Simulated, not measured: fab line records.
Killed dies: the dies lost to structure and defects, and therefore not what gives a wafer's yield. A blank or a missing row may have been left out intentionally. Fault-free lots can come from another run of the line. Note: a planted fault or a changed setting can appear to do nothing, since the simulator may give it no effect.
Which of the tools did it? | flow nand_harc | Sampling: 11 lots, 33 wafers, 5 of 1302 route steps

WHAT EACH GAUGE READ, for each wafer
NHARC_END_SORT_01.
lot  | measured     | on        | defect_limited_yield (%) | killed_at_array | killed_at_other | killed_at_periphery | killed_dies | killed_open | killed_short
L409 | day 30 02:14 | prober-01 | 87.6 87.0 86.3           | 64 73 77        | 3 1 1           | 17 14 15            | 84 88 93    | 0 2 2       | 0 3 2

TOOL THAT RAN EACH LOT (tool first, then ch and the chambers of the sampled wafers, then the start)
lot  | NHARC_A_M0_ANNEAL_30             | NHARC_A_M0_DEP_32               | NHARC_A_M1_ETCH_35                 | NHARC_A_M1_STRIP_18
L397 | rtp_anneal-01 ch 0, day 23 18:52 | pecvd-01 ch 0,1, day 23 19:52   | rie_diel-04 ch 1,2, day 23 21:16   | rie_diel-12 ch 0,1, day 23 21:35
L399 | rtp_anneal-02 ch 0, day 24 00:47 | pecvd-01 ch 0,1,2, day 24 01:50 | rie_diel-04 ch 0,1, day 24 03:21   | rie_diel-12 ch 0,2,3, day 24 03:38
L401 | rtp_anneal-01 ch 0, day 24 22:02 | pecvd-02 ch 0,1,2, day 24 23:01 | rie_diel-04 ch 0,1,3, day 25 00:31 | rie_diel-04 ch 0,2,3, day 25 00:49
L404 | rtp_anneal-02 ch 0, day 26 23:18 | pecvd-02 ch 0,1, day 27 00:19   | rie_diel-04 ch 1,2, day 27 01:47   | rie_diel-02 ch 1,3, day 27 02:05
L409 | rtp_anneal-01 ch 0, day 28 12:18 | pecvd-03 ch 0,1,2, day 28 13:19 | rie_diel-04 ch 2,3, day 28 14:48   | rie_diel-12 ch 0,1,3, day 28 15:05
L408 | rtp_anneal-02 ch 0, day 28 21:10 | pecvd-02 ch 0,2, day 28 22:05   | rie_diel-04 ch 0,1,3, day 28 23:35 | rie_diel-12 ch 0,2,3, day 28 23:52
L410 | rtp_anneal-01 ch 0, day 29 05:38 | pecvd-02 ch 0,1,2, day 29 06:36 | rie_diel-02 ch 0,2,3, day 29 08:05 | rie_diel-02 ch 1,2,3, day 29 08:25
L414 | rtp_anneal-02 ch 0, day 30 15:11 | pecvd-01 ch 0,2, day 30 16:03   | rie_diel-02 ch 0,3, day 30 17:33   | rie_diel-12 ch 0,1,3, day 30 17:50
L413 | rtp_anneal-02 ch 0, day 30 19:34 | pecvd-03 ch 0,1,2, day 30 20:32 | rie_diel-02 ch 1,2,3, day 30 21:56 | rie_diel-12 ch 0,1,3, day 30 22:14
L417 | rtp_anneal-02 ch 0, day 31 14:46 | pecvd-01 ch 0,1,2, day 31 15:46 | rie_diel-04 ch 0,1,2, day 31 17:14 | rie_diel-12 ch 0,1,2, day 31 17:31
L418 | rtp_anneal-01 ch 0, day 32 11:50 | pecvd-03 ch 0,1,2, day 32 12:52 | rie_diel-02 ch 1,2,3, day 32 14:20 | rie_diel-12 ch 0,3, day 32 14:38
- NHARC_A_M0_ANNEAL_30: time 90 s.
- NHARC_A_M0_DEP_32: deposits SiCN, target thk 30 nm.
- NHARC_A_M1_ETCH_35: etches the open film in N2/H2, target depth 40 nm, overetch 12 nm, time 43.94 s.
- NHARC_A_M1_STRIP_18: strips in N2/H2.

WHAT THE TOOLS THEMSELVES READ (means of the sampled wafers that have a number; where no wafer has one, the mark that the record gives instead)
NHARC_A_M0_ANNEAL_30.
lot  | tool          | wafer_temp_C_max
L397 | rtp_anneal-01 | 226.33
L399 | rtp_anneal-02 | 225.92
L401 | rtp_anneal-01 | 225.88
L404 | rtp_anneal-02 | 225.83
L409 | rtp_anneal-01 | 225.95
L408 | rtp_anneal-02 | 225.98
L410 | rtp_anneal-01 | 225.81
L414 | rtp_anneal-02 | 225.88
L413 | rtp_anneal-02 | 225.82
L417 | rtp_anneal-02 | 226.10
L418 | rtp_anneal-01 | 226.31

NHARC_A_M0_DEP_32.
lot  | tool     | heater_power_w (W) | showerhead_vpp_V (V)
L397 | pecvd-01 | 544                | 1273
L399 | pecvd-01 | 567                | 1306
L401 | pecvd-02 | 569                | 1348
L404 | pecvd-02 | 576                | 1368
L409 | pecvd-03 | 534                | 1336
L408 | pecvd-02 | 624                | 1316
L410 | pecvd-02 | 534                | 1346
L414 | pecvd-01 | 499                | 1332
L413 | pecvd-03 | 551                | 1322
L417 | pecvd-01 | 575                | 1318
L418 | pecvd-03 | 609                | 1326

NHARC_A_M1_ETCH_35.
lot  | tool        | drypump_motor_current_A (A) | mfc_ar_sccm (sccm) | n2_flow_sccm (sccm) | oes_product_au (a.u.) | rf_vpp_V (V) | run_length_s (s) | showerhead_plenum_p_Torr (Torr) | throttle_valve_pct (%)
L397 | rie_diel-04 | 6.0                         | 0.001              | 150.5               | 1.003                 | 430.5        | 65.3             | 2.05                            | 14.166
L399 | rie_diel-04 | 5.9                         | 0.019              | 150.1               | 1.007                 | 432.3        | 65.3             | 2.09                            | 14.180
L401 | rie_diel-04 | 5.6                         | 0.011              | 150.0               | 1.001                 | 432.1        | 65.1             | 2.12                            | 14.174
L404 | rie_diel-04 | 6.1                         | 0.001              | 150.3               | 1.005                 | 431.7        | 65.4             | 2.05                            | 14.164
L409 | rie_diel-04 | 6.0                         | 0.001              | 149.7               | 0.997                 | 432.1        | 61.9             | 2.07                            | 14.168
L408 | rie_diel-04 | 5.6                         | 0.011              | 150.3               | 1.001                 | 432.4        | 58.2             | 2.11                            | 14.162
L410 | rie_diel-02 | 5.7                         | 0.014              | 149.8               | 1.009                 | 430.5        | 65.4             | 2.05                            | 14.161
L414 | rie_diel-02 | 5.9                         | 0.015              | 150.2               | 1.002                 | 430.5        | 65.6             | 2.04                            | 14.171
L413 | rie_diel-02 | 5.5                         | 0.013              | 150.2               | 1.008                 | 430.1        | 65.1             | 2.02                            | 14.176
L417 | rie_diel-04 | 6.0                         | 0.010              | 150.5               | 1.011                 | 431.9        | 65.5             | 2.07                            | 14.163
L418 | rie_diel-02 | 5.5                         | 0.013              | 150.0               | 1.007                 | 429.7        | 65.3             | 2.02                            | 14.165

NHARC_A_M1_STRIP_18.
lot  | tool        | drypump_motor_current_A (A) | mfc_ar_sccm (sccm) | n2_flow_sccm (sccm) | oes_product_au (a.u.) | rf_vpp_V (V) | showerhead_plenum_p_Torr (Torr) | throttle_valve_pct (%)
L397 | rie_diel-12 | 5.7                         | 0.006              | 149.5               | 1.008                 | 90.8         | 2.00                            | 14.169
L399 | rie_diel-12 | 5.6                         | 0.010              | 149.8               | 1.000                 | 90.4         | 2.02                            | 14.174
L401 | rie_diel-04 | 5.9                         | 0.010              | 149.8               | 0.998                 | 91.1         | 2.09                            | 14.166
L404 | rie_diel-02 | 5.7                         | 0.026              | 150.2               | 0.998                 | 90.8         | 2.03                            | 14.179
L409 | rie_diel-12 | 5.6                         | 0.016              | 150.0               | 1.018                 | 91.0         | 2.05                            | 14.169
L408 | rie_diel-12 | 5.6                         | 0.010              | 149.9               | 1.011                 | 90.9         | 2.02                            | 14.173
L410 | rie_diel-02 | 5.5                         | 0.013              | 150.1               | 1.001                 | 90.8         | 2.02                            | 14.172
L414 | rie_diel-12 | 5.6                         | 0.016              | 149.5               | 1.011                 | 91.0         | 2.05                            | 14.172
L413 | rie_diel-12 | 5.6                         | 0.016              | 150.3               | 1.015                 | 90.9         | 2.05                            | 14.173
L417 | rie_diel-12 | 5.4                         | 0.006              | 150.0               | 1.009                 | 90.8         | 1.98                            | 14.178
L418 | rie_diel-12 | 5.8                         | 0.010              | 149.7               | 1.006                 | 89.8         | 2.03                            | 14.173

THE ANSWER, worked out from the rows above alone
Rule: the usual values come from the lots themselves. Put in order of their means at a reading, lots are off if they are a third of the lots or fewer, leave a main group of 4 or more, and stand apart from it by a gap of 3 or more times the standard deviation of the main group's means; of several such gaps the widest counts. A main group is skipped when, at the precision printed for the reading in the tables above, its means are all equal. Also off: a lot with no number at a reading for which 4 or more lots have one. The other lots that the step has rows for count as sound. The gauges are gone through in route order, then the tools' own readings, and for those a lot's mean is taken as printed above. The first step at which some lot is off is used, and at that step the reading that is off furthest; a lot without a number counts as furthest.
Off: L409, L408, at NHARC_A_M1_ETCH_35 (run_length_s). Mean 65.3 s and standard deviation 0.16 in the main group.
If a tool, at that step or one of the process steps before it, ran each lot that is off and ran no sound lot following the first of them, it fits. Of those tried, none fits.

WHAT THE SIMULATOR HAD PUT IN
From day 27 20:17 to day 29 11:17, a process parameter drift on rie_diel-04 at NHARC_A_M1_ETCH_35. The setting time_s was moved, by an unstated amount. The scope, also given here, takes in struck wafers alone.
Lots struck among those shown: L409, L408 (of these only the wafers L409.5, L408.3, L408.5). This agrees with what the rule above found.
